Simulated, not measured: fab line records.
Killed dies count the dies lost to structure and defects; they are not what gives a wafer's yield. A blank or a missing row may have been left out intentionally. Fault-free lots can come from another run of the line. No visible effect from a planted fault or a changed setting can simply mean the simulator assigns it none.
Comparing a struck lot with a sound one | flow n5 finfet | 37 steps out of a route of 1938
Sound: the wafers L905.2, L905.4, L905.5. Struck: wafer L917.4 (left out: L917.1, a lot-mate that was not struck); the cause follows at the end.
Per side, at each step with rows, come the tool, then ch with its chambers, and then its first start. Under that, the readings that differ: sound wafers | struck wafers | difference of the means | sigmas: that difference in standard deviations of wafers without a fault.
alike: words and numbers the same on both sides, and readings whose means are apart by under 2 such deviations; not compared: readings that were withheld, readings missing a value for some wafer, numbers with overlapping values and no deviation given by the record, and bounds like >300 which may hide the same value.
Wherever a step has rows on one side only, a row that says differs or no value, or a row with sigmas, the two part there. Numbers that have no deviation but don't overlap get no sigmas and don't part them. A reading missing from all wafers of one side parts the sides only when that side holds two or more wafers.

first, 8 steps without rows for these wafers: N5_MOL_CONTACT_COAG_SRD_139 (time 30 s); N5_MOL_CONTACT_COAG_PRE_CLEAN_121; N5_MOL_CONTACT_COAG_CVD_140 (deposits W, target thk 66.5 nm, time 215 s); N5_MOL_CONTACT_COAG_PRECLEAN_127 (cleans in DIW, time 57.5 s); N5_MOL_CONTACT_COAG_SRD_128 (dry time 32 s); N5_MOL_CONTACT_COAG_CMP_52 (polishes, stops on SiO2, t overpolish 1.5 s, target thk 66.5 nm); N5_MOL_CONTACT_COAG_ANNEAL_112 (time 1800 s); N5_BEOL_M0_SAQP_PECVD_00 (deposits SiCN from 3MS/NH3, target thk 8 nm, time 14 s).
N5_BEOL_M0_SAQP_ILD_DEP_01: deposits SiOC from DEMS/O2, target thk 45.419 nm, time 8.7 s.
  sound on pecvd-01 ch 0,1,2, day 5 15:25; struck on pecvd-01 ch 1, day 8 13:26
  reading                                           | sound        | struck | difference | sigmas
  model.SiOC_of_BEOL_M0_SAQP_ILD_DEP_01.thk nm (nm) | 45.2 45.6 46 | 48.8   | +3.2       |
  alike: heater power w, showerhead plenum p Torr, throttle valve pct
then, 25 steps without rows for these wafers: N5_BEOL_M0_SAQP_HM_DEP_02 (deposits TiN, target thk 12 nm); N5_BEOL_M0_SAQP_PECVD_03 (deposits SiCN from 3MS/NH3, target thk 12 nm, time 21.1 s); N5_BEOL_M0_SAQP_PECVD_96 (deposits a-Si from SiH4/He, target thk 45 nm, time 45.2 s); N5_BEOL_M0_SAQP_PECVD_97 (deposits SiNx from SiH4/NH3/N2, target thk 23 nm, time 19.9 s); N5_BEOL_M0_SAQP_PECVD_04 (deposits a-Si from SiH4/He, target thk 60 nm, time 60.2 s); N5_BEOL_M0_SAQP_HM_DEP_111 (deposits SiO2 from SiH4/N2O, target thk 12 nm, time 7.2 s); N5_BEOL_M0_SAQP_COAT_81 (time 60 s, resist thk 100 nm); N5_BEOL_M0_SAQP_COAT_82 (time 60 s, resist thk 30 nm); N5_BEOL_M0_SAQP_COAT_08 (resist thk 90 nm); N5_BEOL_M0_SAQP_EBR_10; N5_BEOL_M0_SAQP_SOFTBAKE_09 (time 60 s); N5_BEOL_M0_SAQP_EXPOSE_11 (exposes mask M0 CORE, target cd 42 nm); N5_BEOL_M0_SAQP_PEB_12 (peb time 60 s); N5_BEOL_M0_SAQP_DEVELOP_13 (develop time 30 s); N5_BEOL_M0_SAQP_DESCUM_19 (chemistry O2, time 7.9 s); N5_BEOL_M0_SAQP_ETCH_83 (etches SiARC in CF4, target depth 39 nm, time 65 s); N5_BEOL_M0_SAQP_ETCH_84 (etches SOC in N2/H2, target depth 100 nm, overetch 20 nm, time 150 s); N5_BEOL_M0_SAQP_STRIP_80 (strips in N2/H2); N5_BEOL_M0_SAQP_HM_OPEN_112 (chemistry CHF3/O2, target SiO2, stops on a-Si, target depth 12 nm, time 13.5 s); N5_BEOL_M0_SAQP_STRIP_113 (strips in CHF3/O2); N5_BEOL_M0_SAQP_MANDREL_ETCH_20 (etches a-Si in HBr/Cl2, stops on SiNx, target depth 60 nm, bt time 10 s, time 30 s); N5_BEOL_M0_SAQP_STRIP_86 (strips in N2/H2); N5_BEOL_M0_SAQP_STRIP_115 (strips in post etch residue remover, time 60 s); N5_BEOL_M0_SAQP_SRD_93 (time 30 s); N5_BEOL_M0_SAQP_RECESS_114 (chemistry HF/NH3, target SiO2, target depth 14.4 nm, afs cycles 3, sublimation time 60 s).
N5_BEOL_M0_CMP_120: polishes, stops on SiOC, t overpolish 6.9 s.
  sound on cmp-04 ch 0,1,3, day 6 05:25; struck on cmp-04 ch 3, day 9 06:12
  reading                                           | sound          | struck | difference | sigmas
  barrier field endpoint s (s)                      | 3.71 3.57 3.69 | 3.39   | -0.27      | -3
  model.SiOC_of_BEOL_M0_SAQP_ILD_DEP_01.thk nm (nm) | 39.2 39.4 40   | 42.8   | +3.3       |
  alike: clearing platen down force psi, motor current A, overpolish run s, slurry flow ml min, time to endpoint s
  not compared: pad life wafers
N5_BEOL_M4_RC_MEAS_101:
  sound on prober-02 ch 0, day 8 03:10; struck on prober-02 ch 0, day 10 20:55
  reading        | sound             | struck | difference | sigmas
  IOFF_P (nA/um) | 0.264 0.220 0.266 | 0.183  | -0.067     | -2
  alike: DIBL_N, DIBL_P, IOFF_N, ION_N, ION_P, SS_N, SS_P, VT_N, VT_P
next, for these wafers, 1 step has no rows: N5_PASSIVATION_PROBE_49.

## WHERE THEY PART
At N5_BEOL_M0_CMP_120 first; at N5_BEOL_M4_RC_MEAS_101 last (within this record only).

WHY: whatever the simulator had introduced
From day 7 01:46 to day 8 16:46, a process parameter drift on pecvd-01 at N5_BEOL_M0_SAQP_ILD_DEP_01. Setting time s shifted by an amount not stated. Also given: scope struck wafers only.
